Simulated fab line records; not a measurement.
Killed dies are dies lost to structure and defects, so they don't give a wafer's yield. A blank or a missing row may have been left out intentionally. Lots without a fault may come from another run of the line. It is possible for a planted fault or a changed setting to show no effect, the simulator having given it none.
Matching of chambers ; flow n5Finfet ; 4 sister chambers for N5_BEOL_M10_CMP_52 on cmp-03
The step polishes, stops on SiCOH lowk, t overpolish 7 s, target thk 140 nm. 4 wafers are shown with their chamber, then 6 later ones without.

## EACH WAFER AND ITS CHAMBER
wafer;chamber;motorCurrentA (A)
L311.2;2;5.2
L311.5;1;6.0
L310.2;0;5.9
L310.4;3;5.7

## WAFERS WITH NO CHAMBER GIVEN
wafer;motorCurrentA (A)
L310.5;6.0
L313.3;5.3
L313.4;5.9
L314.3;5.6
L315.3;5.7
L315.5;5.3

## WHICH CHAMBER EACH WENT THROUGH
wafer;from the rows above;in truth
L310.5;can't be placed: 1 or 0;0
L313.3;2;2
L313.4;can't be placed: 0 or 1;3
L314.3;3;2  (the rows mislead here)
L315.3;3;3
L315.5;2;2
Correctly placed: 3 of 6. Can't be placed from these rows: 2 (the true chamber is among the candidates in 1). Placed wrongly: 1.
How it was worked out, from the rows above alone: a wafer's distance from a chamber is the root of the sum, over the readings, of the square of ((its reading less the chamber's mean) divided by the reading's scatter). If the next closest chamber is less than 2 further off than the closest, the wafer can't be placed; otherwise it belongs to the closest. For every chamber, the mean is computed from those of its wafers that are shown. The scatter: root of mean squared gap, hidden wafer to nearest shown wafer, with one shown wafer a chamber.
